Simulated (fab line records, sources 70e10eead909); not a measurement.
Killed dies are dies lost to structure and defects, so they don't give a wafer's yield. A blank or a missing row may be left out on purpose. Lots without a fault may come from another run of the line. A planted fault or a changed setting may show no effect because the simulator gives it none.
Tool commonality check | flow nand_harc | 12 lots, 36 wafers sampled

WHY IT WAS OPENED
At NHARC_P_GATE_CD_MEAS_26 the reading cd_nm is flagged on 2 of 12 lots. Wafers without a fault read 120.1 nm, standard deviation 0.57.
Rule: a lot is flagged when every wafer of it that has a number lies more than 4 standard deviations from that mean, or none has a number. The other lots count as sound.

lot  | measured     | on        | cd_nm (nm), wafer by wafer | flag
L379 | day 5 01:19  | cd_sem-03 | 119.5 119.6 119.5          |
L381 | day 5 08:22  | cd_sem-02 | 119.9 119.1 120.0          |
L382 | day 5 15:46  | cd_sem-03 | 119.7 119.1 118.7          |
L383 | day 5 16:18  | cd_sem-02 | 119.7 119.4 119.7          |
L384 | day 6 07:08  | cd_sem-03 | 119.9 119.6 119.2          |
L387 | day 7 00:16  | cd_sem-01 | 120.8 121.2 121.3          |
L391 | day 7 23:50  | cd_sem-03 | 127.5 127.7 126.8          | FLAGGED
L390 | day 7 23:59  | cd_sem-02 | 127.6 126.8 127.6          | FLAGGED
L396 | day 9 08:04  | cd_sem-03 | 120.3 120.4 120.8          |
L398 | day 9 17:31  | cd_sem-01 | 120.6 120.3 120.5          |
L399 | day 10 00:29 | cd_sem-02 | 119.7 119.8 120.2          |
L401 | day 10 06:35 | cd_sem-01 | 120.8 119.8 120.8          |
The numbers of the flagged lots are 127.3 nm on average: +7.2 nm against the usual, or +13 standard deviations.

WHICH TOOL RAN EACH LOT
The record holds 2 process steps before the reading, out of a route of 1159 steps. In each cell: the tool, then ch and the chambers that the sampled wafers went through, then the start.
lot  | flag    | NHARC_P_ZERO_WELL_DESCUM_13       | NHARC_P_GATE_PEB_24
L379 |         | rie_diel-05 ch 0,2,3, day 1 19:18 | litho_track-06 ch 0, day 5 01:14
L381 |         | rie_diel-06 ch 1,2, day 2 07:23   | litho_track-06 ch 0, day 5 08:17
L382 |         | rie_diel-10 ch 0,1,3, day 2 13:26 | litho_track-06 ch 0, day 5 15:41
L383 |         | rie_diel-05 ch 2,3, day 2 19:16   | litho_track-06 ch 0, day 5 16:13
L384 |         | rie_diel-05 ch 0,1,3, day 3 01:25 | litho_track-04 ch 0, day 6 07:04
L387 |         | rie_diel-05 ch 0,2,3, day 3 19:34 | litho_track-01 ch 0, day 7 00:11
L391 | FLAGGED | rie_diel-06 ch 0,1,3, day 4 19:31 | litho_track-06 ch 0, day 7 23:45
L390 | FLAGGED | rie_diel-05 ch 1,3, day 4 13:17   | litho_track-06 ch 0, day 7 23:55
L396 |         | rie_diel-05 ch 2,3, day 6 01:25   | litho_track-01 ch 0, day 9 07:59
L398 |         | rie_diel-06 ch 0,1,2, day 6 13:34 | litho_track-04 ch 0, day 9 17:26
L399 |         | rie_diel-05 ch 2,3, day 6 19:24   | litho_track-04 ch 0, day 10 00:25
L401 |         | rie_diel-10 ch 0,2,3, day 7 07:25 | litho_track-01 ch 0, day 10 06:30
What these steps do:
- NHARC_P_ZERO_WELL_DESCUM_13: chemistry O2, time 3 s.
- NHARC_P_GATE_PEB_24: peb time 65 s.
- NHARC_P_GATE_CD_MEAS_26: target cd 120 nm.

FLAGGED OVER TOTAL, TOOL BY TOOL (the gauges that took the reading come last)
step                        | tool           | lots run | flagged | share of the flagged lots | sound lots run after its first flagged lot
NHARC_P_ZERO_WELL_DESCUM_13 | rie_diel-05    | 7        | 1       | some                      | 2 (L396,L399)
NHARC_P_ZERO_WELL_DESCUM_13 | rie_diel-06    | 3        | 1       | some                      | 1 (L398)
NHARC_P_ZERO_WELL_DESCUM_13 | rie_diel-10    | 2        | 0       | none                      | -
NHARC_P_GATE_PEB_24         | litho_track-01 | 3        | 0       | none                      | -
NHARC_P_GATE_PEB_24         | litho_track-04 | 3        | 0       | none                      | -
NHARC_P_GATE_PEB_24         | litho_track-06 | 6        | 2       | all                       | 0
NHARC_P_GATE_CD_MEAS_26     | cd_sem-01      | 3        | 0       | none                      | -
NHARC_P_GATE_CD_MEAS_26     | cd_sem-02      | 4        | 1       | some                      | 1 (L399)
NHARC_P_GATE_CD_MEAS_26     | cd_sem-03      | 5        | 1       | some                      | 1 (L396)

WHAT THE TABLE ALLOWS
1 row of the table ran every flagged lot: litho_track-06 at NHARC_P_GATE_PEB_24.
- litho_track-06 at NHARC_P_GATE_PEB_24: 2 of its 6 lots flagged. Its last sound lot is L383 (day 5 16:13), its first flagged lot L391 (day 7 23:45): a fault that began between those two fits. Its own readings lie more than 4 standard deviations out on every wafer of the flagged lots: heater_power_total_W, plate_temp_C.
One tool is left: litho_track-06 at NHARC_P_GATE_PEB_24.

WHAT THE SIMULATOR HAD PUT IN
Process parameter drift: litho_track-06, from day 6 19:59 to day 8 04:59, at NHARC_P_GATE_PEB_24. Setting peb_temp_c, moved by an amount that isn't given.
Lots struck among those shown: L391, L390. The rule above found the same.
